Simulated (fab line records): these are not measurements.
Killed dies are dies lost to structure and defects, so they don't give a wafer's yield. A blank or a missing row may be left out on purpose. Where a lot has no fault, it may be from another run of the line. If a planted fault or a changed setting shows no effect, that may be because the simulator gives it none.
fab line records ; flow n5_finfet
record lots=9; wafers=25; last_day=17
route steps=1938 shown ILD0@335 SDB@360 BEOL_M4@1111
lots untouched by any fault: they come from a run of this same line in which no faults occurred
start_h: hours from the record's first day to the start of the lot's first wafer shown ; wait_h: how many hours have passed since the lot's step before this one ; " identical to the entry in the row above ; L1.1+2: one row covering several wafers at once ; - no value present, or no start provided ; * or withheld: withheld ; < > ~ a bound
route shown NAME@n: names a module that has steps shown in the file, with the first one's number in the route ; usual: mean/standard deviation of fault-free wafers ; same: alike in all rows ; chamber/n: place in a boat ; sites: per-site readings ; _std_site: how widely they spread, as a standard deviation ; _edge_site: outer sites' mean less inner sites' ; radius_mm: for every site, how far away it sits from the centre of the wafer ; mask NAME#n: copy n ; behind: tool/chamber where the wafer was last shaped ; hold: why the lot was held/for how many hours/how that ended ; device: names the non-switching transistor (n, p or np) ; end of line: the same wafers' tests at the end of the route ; a step given without rows: its recipe and nothing more ; killed: dies that structure and defects cost at the first sort, which is not the same as the wafer's yield ; map: shows each die of a wafer: x if killed, . if not, _ if none is there
set.NAME: the setting the step ran with; set.NAME@STEP: the setting that earlier step ran with ; model.NAME: the simulator's own value behind a step, which no gauge read
the route's steps for a sample of lots (tables are steps, rows are wafers)
services: from which hour (start_h, from the record's first day; less than 0 if before it) a tool's chamber was out of use, for how many hours, and why
## steps
# step N5_ILD0_LINER_00
# recipe material=SiNx; target_thk_a=40; temp_c=400; ald_precursor_family=SiH2I2; ald_co_reactant=N2/H2-plasma; pulse_time_s=1; purge_time_s=2; co_reactant_purge_time_s=2; ald_cycles=80; pressure_torr=2
# usual chamber_pressure_Torr=2.000/0.004; heater_power_w=836/68; precursor_pulse_height_rel=1.002/0.02
# same co_reactant_purge_time_s=2
lot.wafer;tool;chamber;start_h;wait_h;chamber_pressure_Torr;heater_power_w;precursor_pulse_height_rel
L845.2;ald_sin-03;3;76.51;0.0;2.002;989;0.995
L845.4;ald_sin-03;2;76.51;0.0;1.996;837;0.994
L845.5;ald_sin-03;3;76.51;0.0;2.005;996;1.017
L846.3;ald_sin-01;1;81.48;0.0;2.005;796;0.992
L846.4;ald_sin-01;0;81.48;0.0;2.003;815;1.017
L846.5;ald_sin-01;1;81.48;0.0;2.002;789;1.030
L848.1;ald_sin-03;3;98.54;0.0;2.003;1017;0.987
L848.2;ald_sin-03;1;98.54;0.0;1.996;856;0.980
L848.5;ald_sin-03;3;98.54;0.0;2.001;1041;1.031
L852.2;ald_sin-01;0;121.69;0.1;1.993;828;1.012
L852.3;ald_sin-01;2;121.69;0.1;2.002;857;0.997
L855.3;ald_sin-02;1;139.82;0.0;1.997;865;1.022
L855.6;ald_sin-02;1;139.82;0.0;2.000;835;1.031
L857.1;ald_sin-02;1;152.90;0.0;2.007;860;1.007
L857.2;ald_sin-02;3;152.90;0.0;1.999;775;0.995
L857.4;ald_sin-02;0;152.90;0.0;2.006;862;0.996
L860.3;ald_sin-03;3;166.81;0.2;1.996;976;1.023
L860.5;ald_sin-03;3;166.81;0.2;1.996;1019;1.002
L860.6;ald_sin-03;2;166.81;0.2;1.991;864;1.047
L861.2;ald_sin-02;1;174.19;0.0;2.000;841;1.012
L861.4;ald_sin-02;0;174.19;0.0;2.006;835;1.042
L861.6;ald_sin-02;3;174.19;0.0;2.001;798;1.036
L865.2;ald_sin-03;0;201.07;0.0;1.998;763;1.024
L865.3;ald_sin-03;3;201.07;0.0;2.002;992;0.989
L865.5;ald_sin-03;2;201.07;0.0;1.997;864;0.984
# step N5_SDB_ETCH_17
# recipe chemistry=CF4; target=SiARC; target_depth_a=234; mask_material=CAR-ArF; time_s=39; ion_energy_ev=80; pressure_mtorr=40; source_w=545; bias_w=36; Ar_flow_sccm=100; cf4_flow_sccm=100; ends=cleared
# usual chamber_pressure_mTorr=40.00/0.039; drypump_motor_current_A=6.0/0.47; etch_rf_on_time_s=39.3/0.5; oes_product_au=0.66/0.062; rf_vpp_V=184.2/1; showerhead_plenum_p_Torr=2.16/0.064; throttle_valve_pct=15.59/0.16
lot.wafer;tool;chamber;start_h;wait_h;chamber_pressure_mTorr;drypump_motor_current_A;etch_rf_on_time_s;oes_product_au;rf_hours_counter_h;rf_vpp_V;showerhead_plenum_p_Torr;throttle_valve_pct
L845.2;rie_diel-04;1;83.65;0.0;39.99;5.7;38.2;0.71;90;184.3;2.16;15.75
L845.4;rie_diel-04;0;83.65;0.0;39.95;6.6;39.2;0.62;189;183.7;2.04;15.42
L845.5;rie_diel-04;2;83.65;0.0;39.96;5.7;39.0;0.60;-;185.4;2.21;15.46
L846.3;rie_diel-04;2;89.14;0.0;40.02;5.7;38.8;0.60;213;184.5;2.21;15.47
L846.4;rie_diel-04;3;89.14;0.0;39.96;5.6;39.1;0.64;159;186.2;2.22;15.36
L846.5;rie_diel-04;2;89.14;0.0;40.07;5.7;38.7;0.59;-;184.3;2.21;15.46
L848.1;rie_diel-04;3;105.99;0.0;40.01;5.7;39.1;0.64;165;185.4;2.22;15.36
L848.2;rie_diel-04;2;105.99;0.0;40.05;5.7;39.0;0.59;221;185.7;2.21;15.48
L848.5;rie_diel-04;3;105.99;0.0;40.03;5.6;39.4;0.64;-;184.2;2.22;15.36
L852.2;rie_diel-04;3;128.40;0.0;40.00;5.7;45.8;0.58;174;183.5;2.22;15.40
L852.3;rie_diel-04;0;128.40;0.0;39.97;6.6;39.3;0.61;208;182.4;2.04;15.47
L855.3;rie_diel-04;0;146.87;0.0;40.06;6.6;39.4;0.60;215;182.3;2.03;15.48
L855.6;rie_diel-04;1;146.87;0.0;39.98;5.7;44.7;0.62;-;184.3;2.15;15.82
L857.1;rie_diel-04;1;159.97;0.0;39.98;5.7;38.5;0.67;124;185.4;2.15;15.83
L857.2;rie_diel-04;0;159.97;0.0;40.06;6.6;46.0;0.55;221;183.4;2.03;15.48
L857.4;rie_diel-04;2;159.97;0.0;40.00;5.7;38.4;0.57;-;186.4;2.20;15.52
L860.3;rie_diel-05;2;173.73;0.0;39.95;6.6;40.0;0.65;-;183.5;2.14;15.64
L860.5;rie_diel-05;2;173.73;0.0;40.05;6.6;39.8;0.65;-;185.1;2.14;15.63
L860.6;rie_diel-05;3;173.73;0.0;39.99;5.6;39.5;0.67;-;184.8;2.24;15.72
L861.2;rie_diel-05;2;181.04;0.0;39.95;6.6;39.5;0.66;147;183.6;2.14;15.64
L861.4;rie_diel-05;2;181.04;0.0;40.04;6.6;39.1;0.66;-;185.1;2.14;15.63
L861.6;rie_diel-05;3;181.04;0.0;39.95;5.5;38.9;0.67;-;185.5;2.24;15.72
L865.2;rie_diel-05;1;209.55;0.0;40.00;6.3;39.6;0.81;9;183.7;2.20;15.29
L865.3;rie_diel-05;2;209.55;0.0;40.04;6.6;40.0;0.65;162;182.7;2.14;15.66
L865.5;rie_diel-05;1;209.55;0.0;39.98;6.2;39.3;0.81;-;184.7;2.20;15.28
# step N5_SDB_CUT_ETCH_26
# recipe chemistry=HBr/Cl2/O2; target=Si; target_depth_a=1296; bt_time_s=20; mask_material=SiNx; time_s=51.8; ion_energy_ev=*; bias_w=*; pressure_mtorr=10; icp_w=800; HBr_flow_sccm=150; Cl2_flow_sccm=80; O2_flow_sccm=12
# usual chamber_pressure_mTorr=10.000/0.0096; drypump_motor_current_A=5.9/0.42; he_backside_leak_sccm=2.9/0.42; oes_o_777_au=0.998/0.02; oes_product_au=0.998/0.012; throttle_valve_pct=37.14/0.27
lot.wafer;tool;chamber;start_h;wait_h;chamber_pressure_mTorr;drypump_motor_current_A;he_backside_leak_sccm;oes_o_777_au;oes_product_au;rf_hours_counter_h;throttle_valve_pct
L845.2;rie_si-03;1;84.23;0.1;9.995;6.7;3.0;0.995;0.997;1;37.24
L845.4;rie_si-03;0;84.23;0.1;9.998;5.8;3.3;0.962;0.996;9;37.18
L845.5;rie_si-03;2;84.23;0.1;9.996;5.7;3.0;1.008;0.977;-;37.42
L846.3;rie_si-04;2;91.43;0.1;10.006;6.2;2.5;1.001;1.014;116;36.90
L846.4;rie_si-04;0;91.43;0.1;9.996;6.3;2.9;1.035;1.009;86;36.89
L846.5;rie_si-04;3;91.43;0.1;10.008;6.0;2.5;0.980;0.997;-;37.19
L848.1;rie_si-03;0;107.17;0.1;10.004;5.8;3.3;0.961;0.989;9;37.19
L848.2;rie_si-03;1;107.17;0.1;9.993;6.7;3.3;0.993;0.984;2;37.24
L848.5;rie_si-03;0;107.17;0.1;10.019;5.8;3.3;0.963;0.986;-;37.20
L852.2;rie_si-03;3;128.98;0.1;9.982;5.6;2.9;0.995;1.004;39;36.59
L852.3;rie_si-03;2;128.98;0.1;10.008;5.7;2.9;1.002;0.978;67;37.42
L855.3;rie_si-03;3;147.68;0.1;9.994;5.6;2.8;0.995;1.014;39;36.60
L855.6;rie_si-03;2;147.68;0.1;10.016;5.6;3.0;1.011;0.982;-;37.41
L857.1;rie_si-03;3;160.55;0.1;9.986;5.6;2.7;0.987;1.014;39;36.58
L857.2;rie_si-03;2;160.55;0.1;9.992;5.7;2.9;1.002;0.977;67;37.42
L857.4;rie_si-03;1;160.55;0.1;9.993;6.7;2.8;0.993;0.994;3;37.24
L860.3;rie_si-04;3;174.45;0.1;10.007;6.0;2.3;0.989;1.002;39;37.21
L860.5;rie_si-04;0;174.45;0.1;9.983;6.3;2.8;1.015;1.008;-;36.89
L860.6;rie_si-04;1;174.45;0.1;10.015;5.5;3.0;1.017;0.995;-;37.54
L861.2;rie_si-04;1;181.92;0.1;10.005;5.5;2.9;1.026;0.998;83;37.53
L861.4;rie_si-04;2;181.92;0.1;10.006;6.3;2.5;1.001;1.005;117;36.91
L861.6;rie_si-04;1;181.92;0.1;10.000;5.5;2.8;1.031;0.998;-;37.54
L865.2;rie_si-04;3;210.13;0.1;9.998;6.1;2.3;0.993;1.002;39;37.21
L865.3;rie_si-04;0;210.13;0.1;10.003;6.3;2.9;1.025;1.016;88;36.90
L865.5;rie_si-04;3;210.13;0.1;10.015;6.1;2.4;1.002;1.004;-;37.20
# step N5_SDB_INSPECT_36
# recipe inspect_instrument=darkfield; mode=post_cmp
# usual raw_defect_count=41/18
lot.wafer;tool;chamber;start_h;wait_h;raw_defect_count
L845.2;defect_inspect-02;-;87.47;0.0;31
L845.4;defect_inspect-02;-;87.47;0.0;40
L845.5;defect_inspect-02;-;87.47;0.0;47
L846.3;defect_inspect-02;-;95.86;0.0;15
L846.4;defect_inspect-02;-;95.86;0.0;44
L846.5;defect_inspect-02;-;95.86;0.0;32
L848.1;defect_inspect-02;-;110.41;0.0;66
L848.2;defect_inspect-02;-;110.41;0.0;55
L848.5;defect_inspect-02;-;110.41;0.0;48
L852.2;defect_inspect-02;-;132.22;0.0;52
L852.3;defect_inspect-02;-;132.22;0.0;31
L855.3;defect_inspect-02;-;150.94;0.0;88
L855.6;defect_inspect-02;-;150.94;0.0;76
L857.1;defect_inspect-01;-;163.80;0.0;16
L857.2;defect_inspect-01;-;163.80;0.0;17
L857.4;defect_inspect-01;-;163.80;0.0;28
L860.3;defect_inspect-02;-;177.71;0.0;28
L860.5;defect_inspect-02;-;177.71;0.0;26
L860.6;defect_inspect-02;-;177.71;0.0;33
L861.2;defect_inspect-01;-;187.21;0.0;39
L861.4;defect_inspect-01;-;187.21;0.0;39
L861.6;defect_inspect-01;-;187.21;0.0;37
L865.2;defect_inspect-01;-;213.37;0.0;32
L865.3;defect_inspect-01;-;213.37;0.0;49
L865.5;defect_inspect-01;-;213.37;0.0;27
# step N5_BEOL_M4_RC_MEAS_101
# usual DIBL_N=36.3/1.2; DIBL_P=36.1/1.6; IOFF_N=0.161/0.023; IOFF_P=0.209/0.027; ION_N=676/8.9; ION_P=462/5.3; SS_N=71.5/0.51; SS_P=73.2/0.5; VT_N=249.1/2.5; VT_P=-249.9/2.8
lot.wafer;tool;chamber;start_h;wait_h;DIBL_N[mV/V];DIBL_P[mV/V];IOFF_N[nA/um];IOFF_P[nA/um];ION_N[uA/um];ION_P[uA/um];SS_N[mV/dec];SS_P[mV/dec];VT_N[mV];VT_P[mV]
L845.2;prober-02;0;182.19;0.2;35.7;34.7;0.146;0.190;672;463;71.5;72.8;252.3;-249.1
L845.4;prober-02;0;182.19;0.2;34.9;33.4;0.125;0.172;666;457;70.9;72.9;252.6;-253.1
L845.5;prober-02;0;182.19;0.2;34.4;33.8;0.125;0.180;667;464;71.1;72.9;252.0;-251.7
L846.3;prober-02;0;185.41;0.3;35.5;34.7;0.126;0.169;658;450;70.6;72.4;250.9;-255.3
L846.4;prober-02;0;185.41;0.3;34.8;33.8;0.121;0.164;664;457;69.9;72.7;252.8;-255.6
L846.5;prober-02;0;185.41;0.3;36.0;35.1;0.137;0.182;672;459;70.4;72.3;252.8;-254.5
L848.1;prober-02;0;204.65;0.0;36.5;35.8;0.158;0.203;669;459;71.6;73.5;249.0;-249.5
L848.2;prober-02;0;204.65;0.0;37.4;37.8;0.188;0.239;675;459;71.5;73.4;248.5;-247.8
L848.5;prober-02;0;204.65;0.0;37.1;37.4;0.198;0.240;683;466;71.6;74.4;248.4;-247.9
L852.2;prober-01;0;226.46;0.2;36.6;36.6;0.164;0.206;684;463;71.7;72.9;246.6;-249.0
L852.3;prober-01;0;226.46;0.2;36.6;37.1;0.165;0.209;687;465;71.4;73.7;249.3;-247.0
L855.3;prober-02;0;241.71;0.3;38.5;37.1;0.182;0.229;678;466;72.4;73.8;249.7;-249.3
L855.6;prober-02;0;241.71;0.3;36.0;35.3;0.138;0.193;658;455;71.4;73.3;255.3;-251.9
L857.1;prober-02;0;249.03;0.0;35.0;35.2;0.151;0.197;676;467;71.9;72.5;247.9;-250.9
L857.2;prober-02;0;249.03;0.0;35.7;35.9;0.160;0.204;672;462;71.9;73.4;250.1;-250.7
L857.4;prober-02;0;249.03;0.0;34.0;33.4;0.135;0.174;665;457;71.0;72.6;251.5;-253.3
L860.3;prober-02;0;275.00;0.3;38.6;37.3;0.201;0.248;679;465;72.6;73.9;247.0;-248.7
L860.5;prober-02;0;275.00;0.3;36.7;34.8;0.159;0.206;669;455;71.6;73.2;250.7;-250.7
L860.6;prober-02;0;275.00;0.3;37.9;36.1;0.188;0.235;688;474;71.8;73.5;248.7;-246.2
L861.2;prober-01;0;278.76;0.2;36.1;35.0;0.166;0.211;678;459;71.1;72.2;248.8;-248.8
L861.4;prober-01;0;278.76;0.2;35.7;34.4;0.149;0.200;675;460;71.5;72.8;249.9;-248.3
L861.6;prober-01;0;278.76;0.2;36.0;35.0;0.155;0.201;680;468;71.2;72.9;250.0;-248.5
L865.2;prober-01;0;310.37;0.2;37.1;36.4;0.166;0.217;679;465;71.8;73.3;250.1;-246.2
L865.3;prober-01;0;310.37;0.2;36.0;35.6;0.143;0.202;674;463;71.9;73.1;250.6;-248.4
L865.5;prober-01;0;310.37;0.2;35.0;34.3;0.132;0.178;662;457;71.6;73.4;251.1;-248.6
## services
tool;chamber;start_h;hours;kind
rie_si-03;-;63.10;0.3;repair
rie_si-03;-;75.64;0.5;repair
rie_diel-04;-;101.30;0.5;repair
rie_si-04;2;102.60;31.7;repair
ald_sin-03;-;112.71;2.8;pm
rie_diel-05;2;119.71;1.5;repair
rie_si-04;-;120.76;0.2;repair
rie_si-03;-;131.84;2.8;pm
rie_si-03;-;141.01;1.1;repair
ald_sin-01;1;145.72;3.2;repair
rie_diel-04;1;160.26;9.4;repair
rie_diel-05;1;168.24;-;clean
rie_diel-05;1;168.24;-;consumable_replace:esc
rie_diel-05;1;168.24;-;consumable_replace:focus_ring
rie_diel-05;1;168.24;23.1;scheduled_down
rie_diel-05;1;168.24;23.1;vent_cycle
rie_diel-04;2;175.20;-;clean
rie_diel-04;2;175.20;-;consumable_replace:focus_ring
rie_diel-04;2;175.20;17.6;scheduled_down
rie_diel-04;2;175.20;17.6;vent_cycle
ald_sin-02;-;176.75;14.0;pm
ald_sin-02;0;176.75;14.0;vent_cycle
rie_si-03;2;178.48;3.9;repair
rie_diel-04;2;210.03;5.3;repair
## key
first_sign step=N5_SDB_ETCH_17; reading=etch_rf_on_time_s; direction=up; sigmas=12; usual=*; struck=*
effect none on later readings
met_at N5_SDB_ETCH_17
struck_lots L852,L855,L857
struck_wafers L852.2,L855.6,L857.2
not_acting_at N5_ILD0_LINER_00,N5_SDB_CUT_ETCH_26,N5_SDB_INSPECT_36
onset_between 105.99 128.40
fault kind=process_parameter_drift; tool=rie_diel-04; chamber=-; onset_h=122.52; steps=N5_SDB_ETCH_17; channel=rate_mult; offset=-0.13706; shape=step; end_h=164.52; scope=struck_wafers_only
